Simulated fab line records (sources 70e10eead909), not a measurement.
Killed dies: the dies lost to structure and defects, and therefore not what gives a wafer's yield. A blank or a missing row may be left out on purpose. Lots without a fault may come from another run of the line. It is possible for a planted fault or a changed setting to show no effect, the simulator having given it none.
fab line records	flow nandHarc
record lots=14	wafers=42	lastDay=24
route steps=1159 shown A_CHANNEL_HOLE_D1@488 A_CHANNEL_FILL_D1@499
lots with no fault: from the same line, run without faults
startH: hours from the record's first day to the start of the lot's first wafer shown	waitH: hours from the lot's prior step to this one	" the same as in the row above	L1.1+2: one row covering several wafers at once	- no value, or no start was given	* or withheld: withheld	< > ~ a bound
route shown NAME@n: a module of which the file shows steps, and the number in the route of the first	usual: average and standard deviation across the fault-free wafers	same: alike in all rows	chamber/n: place in a boat	sites: per-site readings	_std_site: their standard deviation	_edge_site: mean of outer sites minus mean of inner sites	radiusMm: how far each site lies from the wafer's centre	mask NAME#n: copy n	behind: the most recent tool/chamber to have shaped the wafer	hold: reason for holding the lot/hours on hold/outcome of the hold	device: the transistor (n, p or np) that didn't switch	end of line: the same wafers' tests at the end of the route	a step with no rows: only its recipe	killed: dies that structure and defects cost at the first sort, which is not the same as the wafer's yield	map: shows each die of a wafer: x if killed, . if not, _ if none is there
set.NAME: the setting that was run; set.NAME@STEP: the one run at that earlier step	model.NAME: the simulator's own value behind a step, which no gauge read
a sample of lots followed through the steps of the route, with each step as a table and each wafer as a row
services: a tool's chamber out of use, with start hour (startH, from the record's first day; less than 0 if before it), hours out, and reason
## steps
# step NHARC_A_CHANNEL_HOLE_D1_XSEM_31
# recipe landingEnergyEv=35000
# usual botCdNm=75.1/2	bowNm=8.55/0.21	tiltDeg=0.08/0.046
lot.wafer	tool	chamber	startH	waitH	botCdNm	bowNm	tiltDeg
L336.1	xsem-01	0	179.07	0.1	81.5	8.28	0.07
L336.2	"	0	"	"	76.2	8.22	0.06
L336.3	"	0	"	"	78.4	8.29	0.07
L338.1	xsem-02	0	192.77	0.1	75.3	8.43	0.06
L338.3	"	0	"	"	75.0	8.39	0.06
L338.6	"	0	"	"	75.3	8.31	0.07
L341.2	xsem-02	0	206.02	0.1	73.1	8.35	0.03
L341.4	"	0	"	"	74.6	8.41	0.03
L341.6	"	0	"	"	72.0	8.41	0.03
L340.2	xsem-01	0	206.57	0.1	75.8	8.61	0.05
L340.3	"	0	"	"	73.1	8.61	0.05
L340.6	"	0	"	"	75.3	8.70	0.05
L342.1	xsem-02	0	223.29	0.1	76.9	8.63	0.04
L342.4	"	0	"	"	74.4	8.58	0.04
L342.6	"	0	"	"	75.2	8.55	0.04
L345.1	xsem-02	0	235.01	0.1	74.1	8.21	0.06
L345.3	"	0	"	"	75.6	8.23	0.06
L345.6	"	0	"	"	75.1	8.23	0.06
L348.1	xsem-02	0	263.84	0.1	76.4	8.26	0.00
L348.2	"	0	"	"	74.4	8.29	0.00
L348.3	"	0	"	"	74.0	8.31	0.00
L350.1	xsem-02	0	268.01	0.1	72.2	8.65	0.05
L350.2	"	0	"	"	76.6	8.56	0.05
L350.5	"	0	"	"	70.4	8.61	0.05
L351.2	xsem-01	0	268.39	0.1	79.7	8.26	0.18
L351.3	"	0	"	"	79.4	8.23	0.18
L351.6	"	0	"	"	80.8	8.25	0.18
L354.1	xsem-02	0	277.08	0.1	75.2	8.57	0.10
L354.2	"	0	"	"	76.0	8.58	0.10
L354.3	"	0	"	"	76.7	8.71	0.10
L352.1	xsem-01	0	278.72	0.1	74.1	8.87	0.03
L352.2	"	0	"	"	75.9	8.89	0.03
L352.5	"	0	"	"	71.7	8.81	0.03
L355.2	xsem-01	0	292.23	0.1	74.4	8.61	0.04
L355.5	"	0	"	"	75.0	8.60	0.04
L355.6	"	0	"	"	73.4	8.68	0.04
L356.4	xsem-02	0	292.39	0.1	78.4	8.84	0.08
L356.5	"	0	"	"	77.4	8.85	0.08
L356.6	"	0	"	"	77.7	8.84	0.08
L359.1	xsem-01	0	315.62	0.1	76.7	8.65	0.07
L359.4	"	0	"	"	75.8	8.64	0.07
L359.6	"	0	"	"	76.0	8.68	0.08
# step NHARC_A_CHANNEL_FILL_D1_ETCHBACK_19
# recipe targetDepthA=50	timeS=1.7	hbrFlowSccm=150	cl2FlowSccm=50	rfW=400	icpW=400	biasW=100	chemistry=HBr/Cl2
# usual drypumpMotorCurrentA=5.6/0.41	mfcCl2Sccm=50.02/0.16	oesProductAu=1.002/0.011	throttleValvePct=26.405/0.0085
lot.wafer	tool	chamber	startH	waitH	drypumpMotorCurrentA	mfcCl2Sccm	oesProductAu	rfHoursCounterH	throttleValvePct
L336.3	rieSi-01	3	201.93	0.4	6.4	50.17	1.007	0.6	26.397
L336.2	"	1	"	"	5.8	50.28	1.001	0.5	26.397
L336.1	"	2	"	"	5.1	50.18	1.003	0.7	26.399
L338.1	rieSi-02	1	222.15	0.4	6.3	49.93	0.983	0	26.402
L338.3	"	2	"	"	5.6	49.81	1.004	0	26.409
L338.6	"	0	"	"	5.6	50.25	1.003	-	26.407
L341.2	rieSi-02	3	234.23	0.4	5.4	49.69	1.023	0.0	26.409
L341.4	"	1	"	"	6.3	50.09	0.975	0.1	26.385
L341.6	"	0	"	"	5.6	50.14	0.997	-	26.401
L340.2	rieSi-01	1	234.24	0.4	5.8	49.94	0.995	0.7	26.395
L340.3	"	3	"	"	6.4	50.20	1.000	0.9	26.392
L340.6	"	1	"	"	5.8	50.10	0.999	-	26.411
L342.4	rieSi-04	2	249.75	0.4	4.9	49.96	1.011	1.3	26.398
L342.1	"	3	"	"	5.5	49.82	1.001	1.4	26.423
L342.6	"	1	"	"	5.7	50.12	0.994	-	26.406
L345.3	rieSi-04	2	261.58	0.4	4.9	50.12	1.002	1.5	26.406
L345.1	"	3	"	"	5.5	50.05	1.010	1.6	26.412
L345.6	"	1	"	"	5.7	49.99	1.008	-	26.406
L348.1	rieSi-01	2	288.15	0.4	5.1	50.10	0.998	1.3	26.405
L348.3	"	0	"	"	5.7	50.05	1.005	1.3	26.397
L348.2	"	1	"	"	5.8	50.25	1.008	1.2	26.408
L351.2	rieSi-01	1	292.22	0.4	5.8	49.87	1.000	1.3	26.413
L351.3	"	0	"	"	5.7	49.96	1.009	1.4	26.406
L351.6	"	2	"	"	5.1	49.87	1.003	-	26.397
L350.2	rieSi-04	1	292.23	0.4	5.8	49.86	1.006	0.1	26.386
L350.1	"	3	"	"	5.5	49.96	0.996	0.1	26.415
L350.5	"	0	"	"	5.5	50.37	0.988	-	26.398
L354.3	rieSi-02	1	302.85	0.4	6.3	49.94	0.985	0.9	26.412
L354.1	"	2	"	"	5.6	49.72	1.006	0.9	26.419
L354.2	"	0	"	"	5.6	49.94	0.987	0.7	26.407
L352.1	rieSi-04	1	302.85	0.4	5.7	50.04	1.026	0.2	26.403
L352.2	"	3	"	"	5.5	50.10	0.986	0.2	26.416
L352.5	"	2	"	"	4.9	50.21	1.015	-	26.409
L355.2	rieSi-02	0	316.42	0.4	5.6	49.90	0.982	0.8	26.423
L355.5	"	0	"	"	5.6	50.01	0.993	-	26.405
L355.6	"	1	"	"	6.3	49.78	0.981	-	26.407
L356.4	rieSi-04	0	316.43	0.4	5.5	50.04	0.997	0.3	26.414
L356.6	"	3	"	"	5.5	50.06	0.999	-	26.416
L356.5	"	0	"	"	5.5	50.20	1.002	-	26.412
L359.1	rieSi-01	1	339.96	0.4	5.8	50.05	0.989	0.3	26.401
L359.4	"	3	"	"	6.4	50.08	0.997	0.3	26.398
L359.6	"	2	"	"	5.1	50.35	1.005	-	26.410
# step NHARC_A_CHANNEL_FILL_D1_ALD_25
# recipe targetThkA=600	pulseTimeS=10	aldCycles=600	tempC=300	material=SiOx
# usual aldCycles=600/0	heaterPowerOuterW=257/19	heaterPowerW=451/36	precursorPulseHeightRel=0.998/0.019
lot.wafer	tool	chamber	startH	waitH	aldCycles	heaterPowerOuterW	heaterPowerW	precursorPulseHeightRel
L336.2	aldHk-03	2	213.87	0.1	600	244	399	0.992
L336.3	"	3	"	"	600	278	508	1.008
L336.1	"	0	"	"	600	259	420	1.010
L338.1	aldHk-02	0	233.92	0.1	600	269	483	1.011
L338.3	"	1	"	"	600	227	389	1.005
L338.6	"	1	237.03	3.2	600	227	393	0.991
L340.2	aldHk-02	3	246.84	0.7	-	-	-	-
L340.3	"	1	248.09	1.9	-	-	-	-
L340.6	"	2	"	"	-	-	-	-
L341.2	aldHk-03	2	246.84	0.7	-	-	-	-
L341.4	"	3	"	"	-	-	-	-
L341.6	"	2	249.37	3.2	-	-	-	-
L342.4	aldHk-03	1	261.71	0.0	600	246	464	0.966
L342.1	"	2	"	"	600	238	395	1.018
L342.6	"	1	264.22	2.6	600	251	464	0.997
L345.1	aldHk-03	2	273.56	0.1	600	239	405	1.029
L345.3	"	3	"	"	600	281	511	1.009
L345.6	"	2	276.09	2.6	600	240	404	0.989
L348.3	aldHk-03	1	300.34	0.1	600	245	469	0.999
L348.1	"	3	301.59	1.3	600	279	510	0.992
L348.2	"	0	"	"	600	260	429	0.996
L351.2	aldHk-02	1	304.48	0.1	600	211	373	1.035
L351.3	"	2	"	"	600	246	445	1.008
L351.6	"	2	307.56	3.1	600	251	442	0.960
L350.2	aldHk-04	0	304.48	0.1	600	261	488	1.007
L350.1	"	2	305.71	1.3	600	275	471	1.006
L350.5	"	1	307.56	3.1	600	279	476	1.019
L352.2	aldHk-04	3	314.80	0.1	600	253	465	1.006
L352.1	"	0	"	"	600	257	467	0.999
L352.5	"	3	317.25	2.5	600	250	470	0.992
L354.3	aldHk-02	2	315.40	0.7	600	252	446	0.994
L354.2	"	3	"	"	600	259	455	1.034
L354.1	"	0	"	"	600	257	466	0.960
L355.2	aldHk-02	2	329.34	0.7	600	253	445	1.023
L355.5	"	1	331.16	2.5	600	210	377	1.021
L355.6	"	2	"	"	600	254	449	0.995
L356.4	aldHk-04	3	330.07	1.4	600	263	470	1.022
L356.5	"	2	331.89	3.2	600	281	480	0.984
L356.6	"	3	"	"	600	260	481	0.978
L359.1	aldHk-03	3	355.86	0.7	600	269	471	1.013
L359.4	"	0	"	"	600	273	454	0.990
L359.6	"	3	358.33	3.1	600	271	479	1.005
# step NHARC_A_CHANNEL_FILL_D1_STRIP_29
# recipe timeS=20	o2FlowSccm=500	arFlowSccm=0	biasW=0	chemistry=O2
# usual drypumpMotorCurrentA=5.6/0.3	oesProductAu=0.999/0.014	rfVppV=58.0/0.79	showerheadPlenumPTorr=3.59/0.13	throttleValvePct=17.037/0.0094
lot.wafer	tool	chamber	startH	waitH	drypumpMotorCurrentA	oesProductAu	rfHoursCounterH	rfVppV	showerheadPlenumPTorr	throttleValvePct
L336.2	rieDiel-10	0	-	-	5.7	1.006	8	57.7	3.49	17.046
L336.3	"	1	"	"	5.4	1.031	7	56.4	3.30	17.041
L336.1	"	3	"	"	5.2	1.026	8	57.9	3.46	17.041
L338.1	rieDiel-04	3	-	-	5.3	1.020	3	57.7	3.61	17.021
L338.3	"	0	"	"	5.8	0.978	3	58.2	3.62	17.044
L338.6	"	3	"	"	5.3	1.025	-	57.1	3.61	17.038
L340.3	rieDiel-07	2	-	-	6.0	1.021	0	58.3	3.72	17.039
L340.2	"	0	"	"	5.9	1.001	0	57.1	3.62	17.026
L340.6	"	2	"	"	6.0	1.011	-	59.7	3.72	17.046
L341.2	rieDiel-04	0	-	-	5.8	0.972	3	58.4	3.62	17.024
L341.4	"	2	"	"	5.2	1.002	3	58.6	3.78	17.034
L341.6	"	3	"	"	5.3	1.008	-	57.7	3.61	17.049
L342.4	rieDiel-04	1	-	-	6.1	0.994	3	57.6	3.42	17.025
L342.1	"	2	"	"	5.3	1.000	3	57.5	3.78	17.043
L342.6	"	1	"	"	6.1	0.991	-	58.6	3.42	17.030
L345.3	rieDiel-04	0	-	-	5.8	0.972	4	58.9	3.62	17.035
L345.1	"	1	"	"	6.0	0.992	4	57.2	3.42	17.029
L345.6	"	0	"	"	5.8	0.983	-	57.4	3.62	17.048
L348.1	rieDiel-07	1	306.13	0.1	5.5	0.989	3	58.4	3.53	17.031
L348.3	"	2	"	"	6.0	1.005	2	57.7	3.72	17.044
L348.2	"	0	"	"	5.9	1.012	2	57.2	3.62	17.030
L351.2	rieDiel-07	3	-	-	5.4	0.999	2	58.4	3.43	17.051
L351.3	"	1	"	"	5.5	0.999	3	58.9	3.53	17.017
L351.6	"	3	"	"	5.4	0.993	-	57.4	3.43	17.034
L350.1	rieDiel-04	3	-	-	5.3	0.991	1	58.2	3.61	17.035
L350.2	"	0	"	"	5.8	0.979	1	58.7	3.62	17.027
L350.5	"	3	"	"	5.3	0.979	-	57.7	3.61	17.048
L354.1	rieDiel-07	1	-	-	5.5	0.991	3	58.0	3.53	17.037
L354.2	"	2	"	"	6.0	1.004	3	59.3	3.72	17.045
L354.3	"	0	"	"	5.9	0.999	3	57.9	3.62	17.028
L352.1	rieDiel-04	2	-	-	5.3	1.021	1	59.7	3.78	17.035
L352.2	"	0	"	"	5.8	0.982	1	57.3	3.62	17.035
L352.5	"	1	"	"	6.1	1.011	-	57.4	3.42	17.036
L355.2	rieDiel-04	0	-	-	5.8	0.970	1	57.0	3.62	17.044
L355.5	"	3	"	"	5.3	0.985	-	57.4	3.61	17.031
L355.6	"	0	"	"	5.8	0.983	-	59.0	3.62	17.041
L356.4	rieDiel-04	2	-	-	5.3	1.017	1	57.7	3.78	17.041
L356.5	"	1	"	"	6.0	1.008	-	56.9	3.42	17.028
L356.6	"	2	"	"	5.3	1.013	-	58.3	3.78	17.034
L359.4	rieDiel-07	1	-	-	5.5	0.995	4	57.9	3.53	17.042
L359.1	"	2	"	"	6.0	1.019	4	58.2	3.72	17.039
L359.6	"	0	"	"	5.9	1.003	-	57.4	3.62	17.029
## services
tool	chamber	startH	hours	kind
rieDiel-07	1	163.69	6.3	repair
rieSi-04	2	171.38	7.7	repair
rieDiel-04	1	182.11	2.1	repair
rieSi-04	-	187.52	1.6	repair
aldHk-04	-	188.85	10.0	pm
rieSi-01	-	198.36	0.3	repair
rieDiel-07	1	199.37	6.0	repair
rieDiel-07	1	209.92	8.6	repair
rieSi-02	-	211.00	9.0	pm
rieSi-01	2	220.31	7.5	repair
rieDiel-07	-	228.20	9.0	pm
rieDiel-04	-	249.43	0.4	repair
rieSi-04	-	276.00	9.0	pm
rieDiel-04	1	283.73	1.3	repair
rieDiel-04	-	288.90	9.0	pm
rieDiel-07	3	297.41	3.6	repair
rieDiel-07	3	301.91	6.7	repair
xsem-02	-	302.00	14.0	pm
rieSi-01	-	304.00	9.0	pm
rieSi-02	1	307.17	2.5	repair
aldHk-03	-	322.00	10.0	pm
rieDiel-04	1	349.46	5.4	repair
rieSi-04	-	349.47	0.8	repair
rieDiel-04	1	357.74	4.4	repair
## key
firstSign step=NHARC_A_CHANNEL_FILL_D1_ALD_25	reading=toolRecord	direction=missing
effect none on later readings
metAt NHARC_A_CHANNEL_FILL_D1_ALD_25
struckLots L340,L341
laterRowsLeftOut L340.2,L340.3,L340.6,L341.2,L341.4,L341.6
sortLeftOut L340.2,L340.3,L340.6,L341.2,L341.4,L341.6
testerLeftOut L340,L341
notActingAt NHARC_A_CHANNEL_HOLE_D1_XSEM_31,NHARC_A_CHANNEL_FILL_D1_ETCHBACK_19,NHARC_A_CHANNEL_FILL_D1_STRIP_29
onsetBetween 233.92 246.84
fault kind=skippedStepWhole	tool=aldHk-02,aldHk-03	chamber=-	onsetH=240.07	steps=NHARC_A_CHANNEL_FILL_D1_ALD_25	scope=struckLotsOnly
# testerLeftOut: of these lots the tester's yield and bins aren't shown, on N5 and GAA mostly nor the transistor test; their killed dies are dies lost to structure and defects alone, not to doping, threshold or leakage, so they don't give the yield
# sortLeftOut: the simulated sort isn't trusted on such a fault, so these wafers' sort isn't shown, and their yield isn't known
# laterRowsLeftOut: the simulator's readings of these wafers behind a module that went badly wrong aren't trusted and aren't shown, but for the sort
